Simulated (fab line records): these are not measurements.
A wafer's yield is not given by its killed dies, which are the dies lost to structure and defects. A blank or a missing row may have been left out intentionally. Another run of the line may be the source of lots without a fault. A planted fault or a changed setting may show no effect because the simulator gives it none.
Split-lot experiment | flow n5Finfet | on a route of 1938 steps: 7 lots, 21 wafers read

SPLIT DETAILS
At N5_BEOL_M1_EXPOSE_08 (exposes mask M1), the setting doseMj was moved away from the recipe's 33 on 12 of the 21 wafers read, by -6.1% to +6.3%. The other wafers ran this setting at the recipe's value.

FROM THE SPLIT TO THE READING: what the file shows between them, 14 steps
- N5_BEOL_M1_PEB_09: peb time 60 s
- N5_BEOL_M1_DEVELOP_10: develop time 30 s
- N5_BEOL_M1_CD_MEAS_11: target cd 17.05 nm
- N5_BEOL_M1_DESCUM_16: chemistry O2, time 7 s
- N5_BEOL_M1_ETCH_74: etches underlayer in N2/H2, target depth 6.5 nm, time 5.2 s
- N5_BEOL_M1_ETCH_63: etches SiARC in CF4, target depth 15.6 nm, time 26 s
- N5_BEOL_M1_ETCH_64: etches SOC in N2/H2, target depth 75 nm, overetch 15 nm, time 112.5 s
- N5_BEOL_M1_HM_OPEN_17: chemistry Cl2/BCl3, target TiN, target depth 20 nm, overetch 6 nm
- N5_BEOL_M1_STRIP_19: strips in O2
- N5_BEOL_M1_CD_MEAS_18: pitch 36 nm, target cd 18 nm
- N5_BEOL_M1_COAT_67: time 60 s, resist thk 60 nm
- N5_BEOL_M1_COAT_68: time 60 s, resist thk 12 nm
- N5_BEOL_M1_PRECLEAN_42: cleans in residue remover, time 60 s
- N5_BEOL_M1_SRD_43: time 30 s

THE READING
cdNm, in nm, at N5_BEOL_M1_CD_MEAS_35 (target cd 18 nm, target cd y 21 nm). Typical for fault-free wafers on this fab line: 17.99 nm, with standard deviation 0.3 nm.

wafer  | tool, chamber at the split | doseMj as run | against the recipe | cdNm, nm | against lot-mates on the recipe
L080.1 | euvScanner-01, 0           | 34.3          | +3.9%              | 19.31    | no lot-mate on the recipe
L080.4 | euvScanner-01, 0           | 34.3          | +3.9%              | 18.89    | no lot-mate on the recipe
L080.6 | euvScanner-01, 0           | 34.3          | +3.9%              | 18.98    | no lot-mate on the recipe
L081.3 | euvScanner-01, 0           | 30.98         | -6.1%              | 16.44    | -1.80
L081.4 | euvScanner-01, 0           | 33            | recipe             | 18.24    | -
L081.5 | euvScanner-01, 0           | 30.98         | -6.1%              | 16.84    | -1.40
L085.3 | euvScanner-01, 0           | 34.26         | +3.8%              | 18.74    | +1.41
L085.4 | euvScanner-01, 0           | 34.26         | +3.8%              | 18.77    | +1.44
L085.5 | euvScanner-01, 0           | 33            | recipe             | 17.33    | -
L089.2 | euvScanner-02, 0           | 33            | recipe             | 17.64    | -
L089.4 | euvScanner-02, 0           | 35.07         | +6.3%              | 19.12    | +1.48
L089.5 | euvScanner-02, 0           | 35.07         | +6.3%              | 18.93    | +1.29
L092.1 | euvScanner-01, 0           | 33            | recipe             | 17.91    | -
L092.4 | euvScanner-01, 0           | 30.99         | -6.1%              | 16.74    | -1.12
L092.6 | euvScanner-01, 0           | 33            | recipe             | 17.81    | -
L094.3 | euvScanner-02, 0           | 33            | recipe             | 18.39    | -
L094.4 | euvScanner-02, 0           | 33            | recipe             | 17.61    | -
L094.5 | euvScanner-02, 0           | 33            | recipe             | 18.29    | -
L095.3 | euvScanner-01, 0           | 34.88         | +5.7%              | 19.20    | +0.96
L095.4 | euvScanner-01, 0           | 33            | recipe             | 18.24    | -
L095.5 | euvScanner-01, 0           | 34.88         | +5.7%              | 19.20    | +0.96

FIT RESULTS
A straight line over all 21 wafers: cdNm changes by +0.211 nm for each +1% of doseMj; r = +0.94; the points scatter about the line by 0.29 nm.
The same after taking each lot's own level away (the mean of its wafers on the recipe; 18 wafers): +0.23 nm for each +1%; r = +0.95; scatter 0.3 nm.
That fit puts the effect of the largest move of doseMj on the reading at 1.4 nm.
Measured against the standard deviation above, the lots' own levels, which go from 17.330 to 18.240 nm, span 3.0 times it.
Hence the lot-to-lot level has little effect on the slope; both slopes agree.
Check: for one of the wafers moved furthest among these (+6.3%), held out of the fit, the line's prediction against its lot-mates is +1.45 nm. Against them it came out at +1.48 nm.

FURTHER SPLITS ON THESE WAFERS
Note: prior to the reading, these wafers also went through further splits. Each is held against what the fit with the lots' levels taken away leaves over:
other split on the same wafers         | wafers away from the commonest value | r with cdNm (lot level and that fit taken away)
N5_MOL_CONTACT_COAG_COAT_76 spinRpm    | 8                                    | +0.15
N5_MOL_CONTACT_COAG_VIA_ETCH_117 biasW | 9                                    | +0.51
N5_BEOL_M0_SAQP_PEB_12 pebTimeS        | 6                                    | -0.23
N5_BEOL_M0_SAQP_ETCH_84 timeS          | 8                                    | +0.03
N5_BEOL_M0_CUTY_COAT_50 spinRpm        | 8                                    | -0.06
N5_BEOL_M0_CUTY_ETCH_63 timeS          | 4                                    | +0.01
N5_BEOL_M1_COAT_05 spinRpm             | 4                                    | -0.17

THE WHOLE CHAIN: every reading that the file lists as answering this split, in the file's order
step                  | what it does                                                | reading                                                             | change (the file's fit)               | r (the file's)
N5_BEOL_M1_CD_MEAS_11 | target cd 17.05 nm                                          | cdNm                                                                | +0.193 nm for each +1% of the setting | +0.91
N5_BEOL_M1_ETCH_74    | etches underlayer in N2/H2, target depth 6.5 nm, time 5.2 s | BEOL_M1.cdOffsetNm (the simulator's own value, which no gauge read) | +0.206 nm for each +1% of the setting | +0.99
N5_BEOL_M1_CD_MEAS_18 | pitch 36 nm, target cd 18 nm                                | cdNm                                                                | +0.203 nm for each +1% of the setting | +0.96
N5_BEOL_M1_CD_MEAS_35 | target cd 18 nm, target cd y 21 nm                          | cdNm                                                                | +0.225 nm for each +1% of the setting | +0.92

THE FILE'S OWN FIT
cdNm changes by +0.225 nm for each +1% of doseMj, r = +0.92.
